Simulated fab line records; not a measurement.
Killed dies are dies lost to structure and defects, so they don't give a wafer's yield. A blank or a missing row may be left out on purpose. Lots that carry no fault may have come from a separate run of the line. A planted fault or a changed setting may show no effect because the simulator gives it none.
Which of the tools did it?	flow n5Finfet	24 lots with 72 wafers sampled at 6 steps, on a route of 1938 steps

== WHAT EACH GAUGE READ, for each wafer ==
N5_BEOL_M12_THK_MEAS_50: measures by xrf. Usual: M12_THK 322 nm, standard deviation 6.2.
lot	measured	on	M12_THK (nm)	flag
L074	day 10 22:34	filmMetro-02	320 313 319	
L075	day 10 22:50	filmMetro-02	323 327 326	
L076	day 11 04:25	filmMetro-01	331 316 310	
L077	day 11 04:34	filmMetro-01	320 325 321	
L079	day 11 17:36	filmMetro-01	324 327 327	
L078	day 11 18:00	filmMetro-02	324 309 312	
L080	day 12 02:41	filmMetro-02	309 323 322	
L081	day 12 06:28	filmMetro-02	318 327 317	
L082	day 12 09:26	filmMetro-02	317 312 316	
L083	day 12 22:22	filmMetro-01	317 319 334	
L085	day 13 01:48	filmMetro-01	315 323 324	
L084	day 13 02:11	filmMetro-02	314 312 308	
L086	day 14 03:08	filmMetro-02	320 317 317	
L087	day 14 07:12	filmMetro-02	333 318 331	
L089	day 14 13:20	filmMetro-01	335 334 330	
L088	day 14 19:27	filmMetro-01	331 326 330	
L091	day 15 01:45	filmMetro-01	322 328 312	
L090	day 15 14:37	filmMetro-01	324 322 324	
L092	day 16 08:03	filmMetro-02	317 316 323	
L093	day 17 05:20	filmMetro-01	322 320 323	
L094	day 17 12:59	filmMetro-01	324 325 329	
L096	day 17 14:25	filmMetro-01	324 328 330	
L097	day 18 20:07	filmMetro-01	329 323 325	
L095	day 19 00:31	filmMetro-01	327 318 329	

N5_BEOL_M14_OVL_MEAS_11. Usual: V13_OVL -5 nm, standard deviation 5.5.
lot	measured	on	V13_OVL (nm)	flag
L074	day 11 04:34	overlay-01	-2 0 2	
L075	day 11 04:45	overlay-01	-9 -10 -10	
L076	day 11 11:13	overlay-01	-6 -12 -4	
L077	day 11 12:27	overlay-01	-10 -9 -17	
L079	day 11 22:52	overlay-01	2 2 8	
L078	day 11 23:29	overlay-01	-8 -5 4	
L080	day 12 07:38	overlay-01	-4 -6 -10	
L081	day 12 11:59	overlay-02	-1 -6 -1	
L082	day 12 17:37	overlay-01	-5 -4 -4	
L083	day 13 05:05	overlay-02	-5 3 -2	
L085	day 13 08:13	overlay-02	-13 -17 -9	
L084	day 13 08:47	overlay-01	-11 -15 -8	
L086	day 14 09:09	overlay-01	2 6 3	
L087	day 14 14:19	overlay-02	-4 -11 -9	
L089	day 14 20:31	overlay-02	-7 -18 -7	
L088	day 15 01:52	overlay-02	-9 -3 -11	
L091	day 15 06:41	overlay-01	-3 -6 1	
L090	day 16 02:19	overlay-01	-1 2 -1	
L092	day 16 15:24	overlay-02	1 -9 -9	
L093	day 17 10:45	overlay-01	-10 -5 -2	
L094	day 17 18:40	overlay-01	-4 -10 -3	
L096	day 18 00:50	overlay-01	-1 1 -4	
L097	day 19 02:17	overlay-01	-2 4 0	
L095	day 19 06:26	overlay-02	-6 -4 -15	

== WHAT TOOL EACH LOT RAN ON (gives the tool, then ch and the chambers of the sampled wafers, and finally the start) ==
lot	N5_BEOL_M13_ETCH_68	N5_BEOL_M13_ETCH_38	N5_BEOL_M13_PRE_CLEAN_42	N5_BEOL_M13_DEP_53
L074	rieDiel-02 ch 0,1,2, day 11 00:52	rieDiel-04 ch 1,2,3, day 11 02:21	pvdSputter-01, day 11 02:46	pecvd-03 ch 0,1,2, day 11 03:54
L075	rieDiel-06 ch 1,2,3, day 11 01:11	rieDiel-04 ch 1,3, day 11 02:27	pvdSputter-03, day 11 02:50	pecvd-02 ch 1,2, day 11 03:58
L076	rieDiel-02 ch 0,3, day 11 06:17	rieDiel-06 ch 1,2, day 11 08:56	pvdSputter-01, day 11 09:17	pecvd-03 ch 1,2, day 11 10:26
L077	rieDiel-06 ch 1,2,3, day 11 06:40	rieDiel-04 ch 0,1,3, day 11 09:55	pvdSputter-02, day 11 10:18	pecvd-02 ch 0,1,2, day 11 11:40
L079	rieDiel-04 ch 0,3, day 11 19:41	rieDiel-02 ch 1,2,3, day 11 20:12	pvdSputter-01, day 11 20:57	pecvd-02 ch 0,1,2, day 11 22:13
L078	rieDiel-06 ch 1,2, day 11 20:23	rieDiel-02 ch 0,1,3, day 11 20:57	pvdSputter-01, day 11 21:34	pecvd-02 ch 0,2, day 11 22:42
L080	rieDiel-04 ch 1,2,3, day 12 04:35	rieDiel-04 ch 0,1,2, day 12 05:16	pvdSputter-03, day 12 05:41	pecvd-02 ch 1,2, day 12 06:50
L081	rieDiel-02 ch 0,1,2, day 12 08:27	rieDiel-04 ch 1,2,3, day 12 09:29	pvdSputter-03, day 12 10:00	pecvd-02 ch 0,1, day 12 11:12
L082	rieDiel-04 ch 0,2,3, day 12 11:47	rieDiel-06 ch 1,2, day 12 15:35	pvdSputter-03, day 12 15:49	pecvd-03 ch 0,1,2, day 12 16:57
L083	rieDiel-06 ch 0,1, day 13 00:29	rieDiel-02 ch 0,3, day 13 03:01	pvdSputter-01, day 13 03:17	pecvd-02 ch 0,1,2, day 13 04:26
L085	rieDiel-06 ch 0,1,2, day 13 03:46	rieDiel-04 ch 0,2, day 13 06:11	pvdSputter-01, day 13 06:25	pecvd-02 ch 0,1,2, day 13 07:34
L084	rieDiel-04 ch 2,3, day 13 04:23	rieDiel-06 ch 0,1,3, day 13 06:38	pvdSputter-01, day 13 06:52	pecvd-01 ch 0,1,2, day 13 08:01
L086	rieDiel-04 ch 1,2, day 14 05:14	rieDiel-04 ch 0,1, day 14 06:59	pvdSputter-03, day 14 07:22	pecvd-02 ch 0,1,2, day 14 08:30
L087	rieDiel-06 ch 0,2,3, day 14 09:03	rieDiel-02 ch 1,2, day 14 12:13	pvdSputter-01, day 14 12:31	pecvd-01 ch 0,1,2, day 14 13:40
L089	rieDiel-06 ch 0,3, day 14 15:19	rieDiel-04 ch 1,2,3, day 14 18:11	pvdSputter-01, day 14 18:43	pecvd-01 ch 0,1,2, day 14 19:51
L088	rieDiel-04 ch 0,1,3, day 14 21:26	rieDiel-04 ch 1,2,3, day 14 22:58	pvdSputter-01, day 14 23:58	pecvd-03 ch 0,1, day 15 01:05
L091	rieDiel-06 ch 1,2,3, day 15 03:49	rieDiel-06 ch 1,3, day 15 04:28	pvdSputter-02, day 15 04:46	pecvd-01 ch 0,1, day 15 05:54
L090	rieDiel-02 ch 1,2,3, day 15 16:29	rieDiel-04 ch 0,1,2, day 15 23:35	pvdSputter-02, day 16 00:23	pecvd-01 ch 1,2, day 16 01:32
L092	rieDiel-04 ch 0,1,2, day 16 09:59	rieDiel-02 ch 1,2, day 16 13:02	pvdSputter-01, day 16 13:35	pecvd-02 ch 0,1, day 16 14:44
L093	rieDiel-06 ch 1,2,3, day 17 07:28	rieDiel-06 ch 2,3, day 17 08:16	pvdSputter-01, day 17 08:50	pecvd-02 ch 0,1, day 17 09:58
L094	rieDiel-06 ch 1,2,3, day 17 15:02	rieDiel-02 ch 0,1,3, day 17 16:35	pvdSputter-01, day 17 16:52	pecvd-01 ch 0,1,2, day 17 18:01
L096	rieDiel-04 ch 0,1,2, day 17 16:50	rieDiel-04 ch 0,2, day 17 22:16	pvdSputter-03, day 17 22:38	pecvd-01 ch 0,2, day 18 00:02
L097	rieDiel-06 ch 1,2, day 18 22:10	rieDiel-06 ch 0,1,2, day 18 23:59	pvdSputter-01, day 19 00:14	pecvd-02 ch 0,2, day 19 01:29
L095	rieDiel-02 ch 0,2,3, day 19 02:34	rieDiel-02 ch 0,1,3, day 19 04:05	pvdSputter-02, day 19 04:34	pecvd-01 ch 1,2, day 19 05:42
- N5_BEOL_M13_ETCH_68: etches SOC in N2/H2, time 355 s.
- N5_BEOL_M13_ETCH_38: etches SiCN in CF4/N2, target depth 67.5 nm, time 71.9 s.
- N5_BEOL_M13_PRE_CLEAN_42: time 30 s.
- N5_BEOL_M13_DEP_53: deposits SiCN from 3MS/NH3, target thk 50 nm, time 17.8 s.

== AS READ BY THE TOOLS THEMSELVES (means over the sampled wafers that have a number; for cases with no such wafer, the mark the record gives instead) ==
N5_BEOL_M13_ETCH_68. Usual: drypumpMotorCurrentA 5.5 A, standard deviation 0.49; h2FlowSccm 200.1 sccm, standard deviation 0.64; oesProductAu 0.78 a.u., standard deviation 0.071; rfVppV 523.9 V, standard deviation 1.8; showerheadPlenumPTorr 2.55 Torr, standard deviation 0.059; throttleValvePct 17.83 %, standard deviation 0.24.
lot	tool	drypumpMotorCurrentA (A)	h2FlowSccm (sccm)	oesProductAu (a.u.)	rfVppV (V)	showerheadPlenumPTorr (Torr)	throttleValvePct (%)	flag
L074	rieDiel-02	5.8	200.1	0.79	525.0	2.55	17.91	
L075	rieDiel-06	5.9	199.7	0.79	524.0	2.56	17.95	
L076	rieDiel-02	5.1	201.0	0.72	525.7	2.61	17.92	
L077	rieDiel-06	5.9	200.5	0.79	524.1	2.55	17.96	
L079	rieDiel-04	5.2	200.8	0.80	524.7	2.56	17.69	
L078	rieDiel-06	5.7	199.9	0.73	525.1	2.55	18.09	
L080	rieDiel-04	5.5	200.0	0.79	524.4	2.55	17.80	
L081	rieDiel-02	5.8	200.2	0.78	523.7	2.55	17.93	
L082	rieDiel-04	5.2	199.9	0.80	523.4	2.52	17.76	
L083	rieDiel-06	5.4	200.7	0.79	524.4	2.58	17.76	
L085	rieDiel-06	5.4	200.1	0.80	523.2	2.55	17.80	
L084	rieDiel-04	5.2	200.4	0.81	523.7	2.53	17.76	
L086	rieDiel-04	5.7	200.1	0.75	524.9	2.57	17.85	
L087	rieDiel-06	5.7	200.1	0.83	521.6	2.51	17.72	
L089	rieDiel-06	5.8	199.6	0.87	522.4	2.50	17.62	
L088	rieDiel-04	5.5	200.4	0.75	525.3	2.58	17.77	
L091	rieDiel-06	5.8	200.0	0.76	524.2	2.54	18.00	
L090	rieDiel-02	5.7	199.6	0.77	524.7	2.59	17.82	
L092	rieDiel-04	5.4	199.7	0.76	523.9	2.53	17.83	
L093	rieDiel-06	5.9	199.2	0.75	523.8	2.54	18.03	
L094	rieDiel-06	5.9	200.0	0.75	523.4	2.54	18.02	
L096	rieDiel-04	5.4	200.3	0.75	523.2	2.53	17.84	
L097	rieDiel-06	5.6	200.2	0.70	525.5	2.57	18.12	
L095	rieDiel-02	5.6	199.5	0.81	524.3	2.57	17.81	

N5_BEOL_M13_ETCH_38. Usual: drypumpMotorCurrentA 5.5 A, standard deviation 0.5; oesProductAu 0.78 a.u., standard deviation 0.064; rfVppV 382.3 V, standard deviation 1.4; showerheadPlenumPTorr 2.21 Torr, standard deviation 0.05; throttleValvePct 15.48 %, standard deviation 0.18.
lot	tool	drypumpMotorCurrentA (A)	oesProductAu (a.u.)	rfVppV (V)	showerheadPlenumPTorr (Torr)	throttleValvePct (%)	flag
L074	rieDiel-04	5.4	0.79	382.2	2.22	15.46	
L075	rieDiel-04	5.9	0.76	384.0	2.27	15.41	
L076	rieDiel-06	5.7	0.74	383.4	2.22	15.72	
L077	rieDiel-04	5.5	0.78	383.2	2.25	15.41	
L079	rieDiel-02	5.7	0.80	383.7	2.25	15.40	
L078	rieDiel-02	5.3	0.72	382.4	2.22	15.49	
L080	rieDiel-04	5.4	0.78	382.3	2.21	15.49	
L081	rieDiel-04	5.5	0.78	382.7	2.22	15.47	
L082	rieDiel-06	5.7	0.73	382.9	2.22	15.74	
L083	rieDiel-02	5.2	0.69	382.1	2.21	15.59	
L085	rieDiel-04	5.0	0.80	381.1	2.16	15.56	
L084	rieDiel-06	5.6	0.84	381.2	2.21	15.29	
L086	rieDiel-04	5.5	0.75	382.7	2.23	15.47	
L087	rieDiel-02	6.0	0.79	382.8	2.22	15.45	
L089	rieDiel-04	5.5	0.77	382.2	2.21	15.51	
L088	rieDiel-04	5.4	0.77	382.2	2.21	15.51	
L091	rieDiel-06	6.0	0.81	381.9	2.19	15.44	
L090	rieDiel-04	5.4	0.75	382.2	2.21	15.55	
L092	rieDiel-02	6.1	0.82	382.3	2.23	15.46	
L093	rieDiel-06	6.0	0.75	380.9	2.17	15.64	
L094	rieDiel-02	5.3	0.78	383.0	2.21	15.39	
L096	rieDiel-04	5.0	0.78	381.1	2.15	15.61	
L097	rieDiel-06	5.4	0.75	382.3	2.20	15.53	
L095	rieDiel-02	5.3	0.77	382.2	2.21	15.42	

N5_BEOL_M13_PRE_CLEAN_42. Usual: heaterPowerW 330 W, standard deviation 25.
lot	tool	heaterPowerW (W)	flag
L074	pvdSputter-01	314	
L075	pvdSputter-03	331	
L076	pvdSputter-01	319	
L077	pvdSputter-02	328	
L079	pvdSputter-01	327	
L078	pvdSputter-01	322	
L080	pvdSputter-03	340	
L081	pvdSputter-03	329	
L082	pvdSputter-03	336	
L083	pvdSputter-01	320	
L085	pvdSputter-01	324	
L084	pvdSputter-01	318	
L086	pvdSputter-03	345	
L087	pvdSputter-01	319	
L089	pvdSputter-01	328	
L088	pvdSputter-01	320	
L091	pvdSputter-02	315	
L090	pvdSputter-02	320	
L092	pvdSputter-01	319	
L093	pvdSputter-01	322	
L094	pvdSputter-01	317	
L096	pvdSputter-03	371	
L097	pvdSputter-01	318	
L095	pvdSputter-02	327	

N5_BEOL_M13_DEP_53. Usual: showerheadPlenumPTorr 4.166 Torr, standard deviation 0.024; throttleValvePct 17.6 %, standard deviation 1.2.
lot	tool	showerheadPlenumPTorr (Torr)	throttleValvePct (%)	flag
L074	pecvd-03	4.192	18.0	
L075	pecvd-02	4.167	16.8	
L076	pecvd-03	4.178	17.1	
L077	pecvd-02	4.159	17.4	
L079	pecvd-02	4.160	17.6	
L078	pecvd-02	4.159	16.5	
L080	pecvd-02	4.167	17.1	
L081	pecvd-02	4.158	18.5	
L082	pecvd-03	4.193	18.1	
L083	pecvd-02	4.155	17.7	
L085	pecvd-02	4.155	17.6	
L084	pecvd-01	4.170	17.5	
L086	pecvd-02	4.159	17.6	
L087	pecvd-01	4.168	17.5	
L089	pecvd-01	4.160	17.6	
L088	pecvd-03	4.209	19.5	
L091	pecvd-01	4.154	18.2	
L090	pecvd-01	4.177	16.8	
L092	pecvd-02	4.159	18.6	
L093	pecvd-02	4.155	18.5	
L094	pecvd-01	4.170	17.5	
L096	pecvd-01	4.152	18.1	
L097	pecvd-02	4.143	17.3	
L095	pecvd-01	4.186	17.1	

== THE ANSWER, worked out from the rows above alone ==
Rule: take the mean of a lot's wafers that have a number; if it is more than 3 standard deviations from the usual mean, the lot is off. A lot without any number at a reading at which 4 lots or more have one is off too. All remaining lots with rows at the step are treated as sound. First the gauges in route order, then the tools' own readings, where a lot's mean is used as printed above. At the first step where some lot is off, the reading lying furthest off is the one used; lots without a number count as furthest.
None of the lots is off at any reading shown; this tells nothing.

== WHAT THE SIMULATOR HAD INSERTED ==
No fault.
